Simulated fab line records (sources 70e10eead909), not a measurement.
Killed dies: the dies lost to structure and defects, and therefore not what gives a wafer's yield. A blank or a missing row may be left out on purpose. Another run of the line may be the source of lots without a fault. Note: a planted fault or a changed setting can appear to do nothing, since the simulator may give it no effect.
fab line records	flow nand_harc
[record] lots = 12	wafers = 36	last_day = 33
route steps=1302 shown A_STAIRCASE@766 END@1302
lots untouched by any fault: they come from a run of this same line in which no faults occurred
start_h: hours from the record's first day to the start of the lot's first wafer shown	wait_h: how many hours have passed since the lot's step before this one	" same as the row above	L1.1+2: a single row standing in for several wafers	- no value, or no start given	* or withheld: withheld	< > ~ a bound
route shown NAME@n: names a module that has steps shown in the file, with the first one's number in the route	usual: the fault-free wafers' mean and standard deviation	same: alike in all rows	chamber/n: place in a boat	sites: readings site by site	_std_site: standard deviation across them	_edge_site: the outer-site mean with the inner-site mean subtracted	radius_mm: for every site, how far away it sits from the centre of the wafer	mask NAME#n: copy n	behind: the last tool/chamber to shape the wafer	hold: why the lot went on hold/how many hours it stayed there/how the hold came to an end	device: the transistor (n, p or np) that didn't switch	end of line: the tests these same wafers got at the end of their route	a step without rows: its recipe alone	killed: the dies lost at the first sort to structure and to defects; this is not the yield of the wafer	map: the dies of a wafer, with x for killed, . for not killed, _ for no die there
set.NAME: the setting the step ran with; set.NAME@STEP: the setting that earlier step ran with	model.NAME: the simulator's own value behind a step, which no gauge read
a sample of lots followed through the steps of the route, with each step as a table and each wafer as a row
services: a tool's chamber out of use, with start hour (start_h, from the record's first day; less than 0 if before it), hours out, and reason
[[steps]]
[step NHARC_A_STAIRCASE_DESCUM_252]
[recipe] time_s = 3	o2_flow_sccm = 200	ar_flow_sccm = 0	bias_power_w = 0	chemistry = O2
[usual] drypump_motor_current_A = 6.0/0.45	mfc_ar_sccm = 0.003/0.0048	oes_product_au = 0.998/0.0073	rf_vpp_V = 57.7/0.82	showerhead_plenum_p_Torr = 1.90/0.087	throttle_valve_pct = 11.312/0.0097
lot.wafer	tool	chamber	start_h	wait_h	drypump_motor_current_A	mfc_ar_sccm	oes_product_au	rf_hours_counter_h	rf_vpp_V	showerhead_plenum_p_Torr	throttle_valve_pct
L284.1	rie_diel-13	2	366.58	-	5.9	0.013	0.992	8	57.7	1.93	11.332
L284.6	"	0	"	"	6.0	0	0.998	-	57.4	1.93	11.322
L284.5	"	1	"	"	6.5	0.011	1.002	-	57.1	1.78	11.311
L285.4	rie_diel-12	0	379.64	-	6.2	0	0.995	33	56.2	1.85	11.310
L285.1	"	2	"	"	6.3	0	0.994	46	58.0	1.89	11.301
L285.3	"	3	"	"	5.9	0	0.993	41	58.6	2.06	11.318
L287.1	rie_diel-13	0	389.84	-	6.0	0	1.000	14	58.3	1.92	11.302
L287.2	"	2	"	"	6.0	0.013	0.986	14	56.7	1.93	11.313
L287.6	"	2	"	"	6.0	0.013	0.992	-	57.2	1.93	11.315
L295.3	rie_diel-03	1	473.38	-	5.2	0	1.001	2	58.8	2.06	11.324
L295.6	"	1	"	"	5.2	0	1.005	-	58.1	2.06	11.304
L295.5	"	2	"	"	5.0	0.008	0.983	-	58.3	1.87	11.322
L294.3	rie_diel-03	2	476.77	-	5.0	0.008	0.987	3	57.3	1.86	11.301
L294.4	"	0	"	"	6.0	0	0.990	3	56.0	1.91	11.308
L294.6	"	1	"	"	5.2	0	0.999	-	57.7	2.06	11.295
L300.2	rie_diel-03	2	524.84	-	5.0	0.008	0.991	11	58.7	1.86	11.326
L300.5	"	0	"	"	6.0	0	1.008	-	58.0	1.90	11.307
L300.4	"	2	"	"	5.0	0.008	1.002	-	57.1	1.86	11.308
L301.3	rie_diel-12	2	525.57	-	6.3	0	1.003	25	57.2	1.88	11.318
L301.2	"	3	"	"	5.9	0	0.992	23	57.9	2.05	11.315
L301.5	"	1	"	"	6.2	0	0.989	-	59.2	2.07	11.302
L302.3	rie_diel-03	3	539.07	-	6.2	0	0.996	30	56.9	1.89	11.322
L302.6	"	2	"	"	5.0	0.008	0.998	-	58.2	1.86	11.322
L302.5	"	3	"	"	6.2	0	1.009	-	58.1	1.89	11.323
L304.4	rie_diel-12	0	570.91	-	6.2	0	1.009	37	58.6	1.83	11.314
L304.2	"	1	"	"	6.2	0	1.021	44	59.3	2.06	11.319
L304.6	"	3	"	"	5.9	0	1.003	-	58.6	2.04	11.301
L305.3	rie_diel-03	1	582.22	-	5.2	0	0.995	38	57.3	2.04	11.301
L305.6	"	3	"	"	6.2	0	0.996	-	56.3	1.88	11.318
L305.5	"	0	"	"	6.0	0	0.993	-	58.4	1.90	11.336
L306.2	rie_diel-12	3	583.90	-	5.9	0	1.011	50	58.0	2.04	11.289
L306.3	"	1	"	"	6.3	0	1.003	50	57.9	2.06	11.300
L306.5	"	3	"	"	5.9	0	1.002	-	59.1	2.04	11.319
L307.2	rie_diel-03	3	586.85	-	6.2	0	1.005	45	56.8	1.88	11.314
L307.3	"	0	"	"	6.0	0	0.999	35	56.9	1.90	11.303
L307.5	"	2	"	"	5.0	0.008	1.005	-	57.7	1.86	11.306
[step NHARC_A_STAIRCASE_DEP_259]
[recipe] target_thk_a = 300	target_thk_nm = 30	temp_c = 400	pressure_torr = 3.5	flow_sccm = 200	rf_w = 350	material = SiON
[usual] heater_power_w = 742/130	susceptor_temp_C = 399.98/0.23
lot.wafer	tool	chamber	start_h	wait_h	heater_power_w	susceptor_temp_C
L284.1	pecvd-01	0	369.69	1.6	855	400.03
L284.5	"	2	"	"	682	399.98
L284.6	"	1	"	"	834	400.26
L285.1	pecvd-03	2	387.58	1.6	867	399.82
L285.3	"	0	"	"	929	399.32
L285.4	"	1	"	"	606	399.64
L287.2	pecvd-01	0	392.97	1.2	971	400.17
L287.1	"	2	"	"	663	400.08
L287.6	"	1	"	"	845	400.14
L295.3	pecvd-04	1	478.18	1.0	477	399.95
L295.6	"	1	"	"	475	399.88
L295.5	"	2	"	"	716	399.52
L294.3	pecvd-01	0	481.45	1.0	968	399.90
L294.4	"	1	"	"	881	400.16
L294.6	"	2	"	"	704	399.87
L300.2	pecvd-04	0	527.96	1.5	667	400.18
L300.4	"	1	"	"	565	400.09
L300.5	"	2	"	"	821	399.65
L301.3	pecvd-03	2	529.58	1.0	921	399.62
L301.2	"	0	"	"	936	399.85
L301.5	"	1	"	"	679	399.73
L302.3	pecvd-04	1	541.98	1.0	475	399.49
L302.5	"	0	"	"	682	400.55
L302.6	"	1	"	"	486	399.91
L304.2	pecvd-04	0	575.07	1.3	700	399.92
L304.4	"	0	"	"	692	400.05
L304.6	"	2	"	"	765	400.21
L305.3	pecvd-03	0	585.05	0.9	805	400.26
L305.5	"	0	"	"	801	400.29
L305.6	"	2	"	"	869	399.84
L306.3	pecvd-01	1	587.23	0.9	929	399.89
L306.2	"	0	"	"	902	399.82
L306.5	"	0	"	"	878	399.77
L307.3	pecvd-03	0	590.99	1.0	809	400.14
L307.2	"	1	"	"	680	399.77
L307.5	"	1	"	"	676	399.31
[step NHARC_A_STAIRCASE_STRIP_295]
[recipe] o2_flow_sccm = 500	ar_flow_sccm = 0	bias_w = 0	chemistry = O2
[usual] bias_w = 0/0	chamber_pressure_mTorr = 60.00/0.061	drypump_motor_current_A = 5.9/0.47	mfc_ar_sccm = 0.002/0.0041	oes_product_au = 1.001/0.0061	rf_vpp_V = 57.8/0.9	showerhead_plenum_p_Torr = 3.54/0.16	throttle_valve_pct = 17.036/0.0094
lot.wafer	tool	chamber	start_h	wait_h	bias_w	chamber_pressure_mTorr	drypump_motor_current_A	mfc_ar_sccm	oes_product_au	rf_hours_counter_h	rf_vpp_V	showerhead_plenum_p_Torr	throttle_valve_pct
L284.1	rie_diel-12	2	382.55	-	0	59.99	6.3	0	1.005	46	56.8	3.49	17.042
L284.5	"	3	"	"	0	59.98	5.9	0	1.009	-	59.2	3.78	17.029
L284.6	"	0	"	"	0	60.03	6.2	0	1.001	-	57.3	3.42	17.032
L285.4	rie_diel-03	0	396.07	-	0	59.95	6.0	0	0.992	29	60.4	3.54	17.036
L285.1	"	1	"	"	0	60.08	5.2	0	1.000	28	58.8	3.79	17.040
L285.3	"	3	"	"	0	60.03	6.2	0	0.997	30	58.4	3.51	17.021
L287.2	rie_diel-12	0	403.07	-	0	60.03	6.2	0	0.992	39	58.6	3.42	17.049
L287.1	"	1	"	"	0	59.93	6.2	0	1.002	47	57.9	3.27	17.045
L287.6	"	3	"	"	0	59.93	5.9	0	1.005	-	58.8	3.78	17.043
L295.3	rie_diel-12	3	488.67	-	-	-	-	-	-	-	-	-	-
L295.5	"	0	"	"	-	-	-	-	-	-	-	-	-
L295.6	"	1	"	"	-	-	-	-	-	-	-	-	-
L294.3	rie_diel-13	1	496.47	-	-	-	-	-	-	-	-	-	-
L294.4	"	3	"	"	-	-	-	-	-	-	-	-	-
L294.6	"	2	"	"	-	-	-	-	-	-	-	-	-
L300.2	rie_diel-13	0	537.12	-	0	60.09	6.0	0	1.000	3	58.3	3.53	17.043
L300.4	"	2	"	"	0	59.98	6.0	0.013	0.999	3	57.6	3.52	17.024
L300.5	"	0	"	"	0	60.06	6.0	0	1.010	-	58.3	3.53	17.033
L301.2	rie_diel-03	0	537.80	-	0	60.06	6.0	0	1.012	23	58.9	3.51	17.021
L301.3	"	1	"	"	0	59.95	5.2	0	0.995	27	58.1	3.76	17.039
L301.5	"	1	"	"	0	59.95	5.2	0	1.000	-	57.8	3.76	17.046
L302.3	rie_diel-03	3	550.75	-	0	60.06	6.2	0	1.003	34	58.2	3.48	17.028
L302.6	"	0	"	"	0	59.87	6.0	0	0.997	-	57.7	3.51	17.050
L302.5	"	1	"	"	0	60.05	5.2	0	0.998	-	58.0	3.76	17.038
L304.2	rie_diel-12	1	586.89	-	0	60.08	6.2	0	0.993	51	58.5	3.78	17.046
L304.4	"	3	"	"	0	59.89	5.9	0	1.000	51	58.1	3.74	17.059
L304.6	"	1	"	"	0	59.92	6.2	0	1.005	-	59.3	3.78	17.027
L305.3	rie_diel-12	1	594.47	-	0	60.04	6.3	0	1.000	52	58.4	3.78	17.030
L305.6	"	3	"	"	0	60.02	5.9	0	1.000	-	58.2	3.74	17.039
L305.5	"	0	"	"	0	60.03	6.2	0	0.996	-	58.5	3.39	17.032
L306.2	rie_diel-13	3	595.43	-	0	59.89	6.6	0	0.998	24	58.7	3.35	17.031
L306.3	"	1	"	"	0	59.97	6.4	0.011	1.000	22	58.0	3.80	17.035
L306.5	"	3	"	"	0	59.95	6.6	0	1.003	-	57.3	3.35	17.030
L307.3	rie_diel-13	3	601.71	-	0	60.01	6.6	0	0.999	26	57.4	3.35	17.044
L307.2	"	2	"	"	0	60.03	6.0	0.013	1.013	25	55.4	3.51	17.028
L307.5	"	3	"	"	0	60.00	6.7	0	1.005	-	57.0	3.35	17.018
[step NHARC_A_STAIRCASE_HM_DEP_462]
[recipe] target_thk_a = 8000	temp_c = 400	material = aC
[usual] susceptor_temp_C = 399.93/0.25	throttle_valve_pct = 34.999/0.0093
lot.wafer	tool	chamber	start_h	wait_h	susceptor_temp_C	throttle_valve_pct
L284.1	acl_dep-01	0	386.02	2.8	400.00	35.014
L284.5	"	0	387.27	4.0	399.75	35.001
L284.6	"	0	"	"	399.84	34.989
L285.1	acl_dep-03	0	398.86	1.9	399.73	34.989
L285.3	"	0	"	"	399.58	35.016
L285.4	"	0	"	"	399.91	34.990
L287.1	acl_dep-02	0	406.79	2.9	399.78	35.003
L287.2	"	0	"	"	399.72	34.994
L287.6	"	0	408.32	4.4	399.89	34.996
L295.3	acl_dep-02	0	495.38	6.0	400.02	35.005
L295.5	"	0	"	"	399.53	34.997
L295.6	"	0	"	"	399.92	35.001
L294.3	acl_dep-03	0	501.08	3.8	-	34.985
L294.4	"	0	"	"	-	35.010
L294.6	"	0	"	"	-	34.995
L300.2	acl_dep-01	0	538.23	0.4	-	35.010
L300.4	"	0	"	"	-	35.002
L300.5	"	0	"	"	-	34.996
L301.2	acl_dep-02	0	538.94	0.4	399.69	35.005
L301.3	"	0	"	"	399.71	35.005
L301.5	"	0	"	"	399.63	35.016
L302.3	acl_dep-02	0	555.29	3.9	-	35.017
L302.5	"	0	"	"	-	34.998
L302.6	"	0	"	"	-	35.006
L304.2	acl_dep-01	0	588.94	1.3	-	34.995
L304.4	"	0	"	"	-	35.002
L304.6	"	0	"	"	-	34.990
L305.3	acl_dep-01	0	599.18	4.0	399.76	34.994
L305.5	"	0	"	"	399.98	35.007
L305.6	"	0	"	"	400.01	34.993
L306.2	acl_dep-02	0	600.26	4.1	-	35.000
L306.3	"	0	"	"	-	35.007
L306.5	"	0	"	"	-	34.991
L307.2	acl_dep-02	0	604.71	2.2	-	35.010
L307.3	"	0	"	"	-	35.003
L307.5	"	0	"	"	-	34.984
[step NHARC_END_SORT_01]
[recipe] temp_c = 25
[usual] killed_at_array = 51/17	killed_at_other = 1.6/2.1	killed_at_periphery = 4/3.2	killed_dies = 57/18	killed_open = 2.9/1.7	killed_short = 2.3/1.3
[same] gross_dies = 677
lot.wafer	tool	chamber	start_h	wait_h	killed_at_array	killed_at_other	killed_at_periphery	killed_dies	killed_open	killed_short
L285.1	prober-02	0	575.09	2.5	30	2	6	38	4	2
L285.3	prober-02	0	576.69	3.1	32	1	2	35	4	2
L285.4	prober-02	0	577.50	3.4	37	4	3	44	1	3
L295.3	prober-01	0	677.44	3.1	57	2	6	65	4	2
L295.5	prober-01	0	679.05	3.7	62	0	2	64	2	2
L295.6	prober-01	0	679.86	4.0	57	4	1	62	3	5
L294.4	prober-01	0	686.02	3.4	24	0	4	28	1	1
L300.2	prober-02	0	716.06	2.8	62	5	0	67	3	1
L300.4	prober-02	0	717.69	3.4	69	3	1	73	2	1
L300.5	prober-02	0	718.50	3.8	61	1	0	62	1	3
L306.2	prober-01	0	773.27	2.8	44	0	4	48	3	3
L306.3	prober-01	0	774.06	3.1	35	1	3	39	2	2
L306.5	prober-01	0	775.65	3.7	31	0	3	34	1	1
L305.3	prober-02	0	781.95	3.1	36	0	12	48	2	3
L305.5	prober-02	0	783.56	3.7	32	0	9	41	3	1
L305.6	prober-02	0	784.36	4.0	35	0	7	42	0	1
// killed by level:class
L285.1 A_SLIT:chamber_film_flake=19 A_CHANNEL_HOLE_D2:chamber_film_flake=7 P_ZERO_WELL:chamber_film_flake=2 P_STI:geometric_particle:open=1 P_CONTACT:geometric_particle:open=1 P_M1:geometric_particle:open=1 A_ONON_D2:geometric_particle:short=1 A_WL_FILL:geometric_particle:open=1
L285.3 A_SLIT:chamber_film_flake=17 A_CHANNEL_HOLE_D2:chamber_film_flake=5 A_ONON_D1:geometric_particle:short=2 A_CONTACT:geometric_particle:open=2 A_CONTACT:chamber_film_flake=2 A_CHANNEL_FILL_D1:geometric_particle:open=1 A_CHANNEL_FILL_D2:geometric_particle:open=1 P_ZERO_WELL:chamber_film_flake=1
L285.4 A_SLIT:chamber_film_flake=24 THIN_TSV:chamber_film_flake=4 A_CHANNEL_HOLE_D2:chamber_film_flake=3 A_DECK1_JOINT:chamber_film_flake=2 A_CHANNEL_HOLE_D1:geometric_particle:short=1 A_CHANNEL_FILL_D1:geometric_particle:short=1 A_CHANNEL_FILL_D2:geometric_particle:short=1 A_M1:geometric_particle:open=1
L295.3 A_CHANNEL_HOLE_D1:chamber_film_flake=24 A_SLIT:chamber_film_flake=16 A_CHANNEL_HOLE_D2:chamber_film_flake=8 A_CONTACT:chamber_film_flake=5 P_CONTACT:geometric_particle:open=2 A_WL_FILL:geometric_particle:short=2 P_GATE:chamber_film_flake=2 THIN_TSV:chamber_film_flake=2
L295.5 A_CHANNEL_HOLE_D1:chamber_film_flake=25 A_SLIT:chamber_film_flake=22 A_CONTACT:chamber_film_flake=6 A_CHANNEL_HOLE_D2:chamber_film_flake=5 P_CONTACT:geometric_particle:short=1 A_DECK1_JOINT:geometric_particle:open=1 A_CHANNEL_HOLE_D2:geometric_particle:short=1 A_CHANNEL_HOLE_D2:geometric_particle:open=1
L295.6 A_CHANNEL_HOLE_D1:chamber_film_flake=22 A_SLIT:chamber_film_flake=14 A_CHANNEL_HOLE_D2:chamber_film_flake=9 THIN_TSV:chamber_film_flake=4 A_CONTACT:chamber_film_flake=3 A_WL_FILL:geometric_particle:short=2 A_SOURCE_PLATE:geometric_particle:short=1 A_ONON_D1:geometric_particle:short=1
L294.4 A_CONTACT:chamber_film_flake=10 A_CHANNEL_HOLE_D1:chamber_film_flake=5 P_M2:chamber_film_flake=3 A_STAIRCASE:chamber_film_flake=3 A_WL_FILL:geometric_particle:open=1 A_CONTACT:geometric_particle:short=1 P_M1:chamber_film_flake=1 A_ZERO_WELL:chamber_film_flake=1
L300.2 A_CHANNEL_HOLE_D1:chamber_film_flake=31 A_SLIT:chamber_film_flake=24 THIN_TSV:chamber_film_flake=4 A_ONON_D2:geometric_particle:short=1 A_SGD_CUT:geometric_particle:open=1 A_M0:geometric_particle:open=1 STARTING-WAFER:geometric_particle:open=1 A_CHANNEL_HOLE_D2:chamber_film_flake=1
L300.4 A_CHANNEL_HOLE_D1:chamber_film_flake=30 A_SLIT:chamber_film_flake=30 THIN_TSV:chamber_film_flake=3 A_CONTACT:chamber_film_flake=2 P_GATE:geometric_particle:short=1 A_CHANNEL_FILL_D1:geometric_particle:open=1 A_ONON_D2:geometric_particle:open=1 A_CHANNEL_HOLE_D2:chamber_film_flake=1
L300.5 A_SLIT:chamber_film_flake=28 A_CHANNEL_HOLE_D1:chamber_film_flake=23 A_M1:chamber_film_flake=2 A_CHANNEL_FILL_D1:geometric_particle:short=1 A_CHANNEL_FILL_D1:geometric_particle:open=1 A_CONTACT:chamber_film_flake=1 A_ONON_D2:geometric_particle:short=1 A_STAIRCASE:geometric_particle:short=1
L306.2 A_CHANNEL_HOLE_D1:chamber_film_flake=19 A_SLIT:chamber_film_flake=8 A_CHANNEL_FILL_D2:chamber_film_flake=5 P_STI:chamber_film_flake=3 A_DECK1_JOINT:geometric_particle:short=2 A_STAIRCASE:chamber_film_flake=2 A_CONTACT:chamber_film_flake=2 P_CONTACT:geometric_particle:short=1
L306.3 A_CHANNEL_HOLE_D1:chamber_film_flake=15 A_SLIT:chamber_film_flake=6 A_CHANNEL_HOLE_D2:chamber_film_flake=2 A_CHANNEL_FILL_D2:chamber_film_flake=2 A_STAIRCASE:chamber_film_flake=2 A_CONTACT:chamber_film_flake=2 A_M1:chamber_film_flake=2 P_CONTACT:geometric_particle:short=1
L306.5 A_CHANNEL_HOLE_D1:chamber_film_flake=14 A_SLIT:chamber_film_flake=6 A_STAIRCASE:chamber_film_flake=3 P_STI:chamber_film_flake=2 A_M1:chamber_film_flake=2 A_ONON_D2:geometric_particle:short=1 A_BLC:geometric_particle:open=1 P_ZERO_WELL:chamber_film_flake=1
L305.3 A_CHANNEL_HOLE_D1:chamber_film_flake=10 A_CONTACT:chamber_film_flake=7 P_GATE:chamber_film_flake=7 A_STAIRCASE:chamber_film_flake=7 A_SLIT:chamber_film_flake=6 P_CONTACT:chamber_film_flake=2 A_ONON_D2:geometric_particle:open=2 A_M1:chamber_film_flake=2
L305.5 A_CHANNEL_HOLE_D1:chamber_film_flake=11 P_GATE:chamber_film_flake=7 A_STAIRCASE:chamber_film_flake=5 A_CONTACT:chamber_film_flake=4 A_SLIT:chamber_film_flake=3 A_CHANNEL_HOLE_D2:chamber_film_flake=3 A_WL_FILL:chamber_film_flake=2 P_M1:geometric_particle:open=1
L305.6 A_CHANNEL_HOLE_D1:chamber_film_flake=12 A_SLIT:chamber_film_flake=7 A_CONTACT:chamber_film_flake=6 P_GATE:chamber_film_flake=4 A_STAIRCASE:chamber_film_flake=4 P_CONTACT:chamber_film_flake=3 A_WL_FILL:chamber_film_flake=3 A_SOURCE_PLATE:geometric_particle:short=1
[[services]]
tool	chamber	start_h	hours	kind
pecvd-04	-	351.05	1.2	repair
rie_diel-13	1	358.12	7.6	repair
rie_diel-13	3	361.39	11.8	repair
pecvd-03	-	366.00	13.0	pm
acl_dep-01	-	369.26	13.0	pm
pecvd-01	1	375.91	12.6	repair
rie_diel-13	1	377.44	22.5	repair
pecvd-04	-	391.55	1.2	repair
rie_diel-13	0	393.35	49.3	repair
acl_dep-02	-	424.37	13.0	pm
rie_diel-13	1	441.15	3.3	repair
rie_diel-12	-	446.18	9.0	pm
rie_diel-13	1	448.55	5.9	repair
pecvd-04	-	450.45	13.0	pm
rie_diel-03	-	458.33	9.0	pm
rie_diel-12	-	488.80	1.9	repair
pecvd-01	-	492.26	13.0	pm
pecvd-03	2	505.17	1.9	repair
rie_diel-12	2	505.50	4.2	repair
pecvd-01	-	511.79	2.8	repair
rie_diel-13	-	519.08	9.0	pm
rie_diel-03	1	519.91	10.9	repair
pecvd-03	-	547.00	13.0	pm
rie_diel-03	3	561.84	2.6	repair
[[key]]
[first_sign] step = NHARC_A_STAIRCASE_STRIP_295	reading = tool_record	direction = missing
effect none on later readings
met_at NHARC_A_STAIRCASE_STRIP_295
struck_lots L294,L295
rows_end L294.3,L294.6
tester_left_out L294,L295
not_acting_at NHARC_A_STAIRCASE_DESCUM_252,NHARC_A_STAIRCASE_DEP_259,NHARC_A_STAIRCASE_HM_DEP_462
onset_between 403.07 488.67
[fault] kind = skipped_step_whole	tool = rie_diel-12,rie_diel-13	chamber = -	onset_h = 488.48	steps = NHARC_A_STAIRCASE_STRIP_295	scope = struck_lots_only
// tester_left_out: of these lots the tester's yield and bins aren't shown, on N5 and GAA mostly nor the transistor test; their killed dies are dies lost to structure and defects alone, not to doping, threshold or leakage, so they don't give the yield
// rows_end: these wafers met a further fault down the route, and their rows from its step on are left out
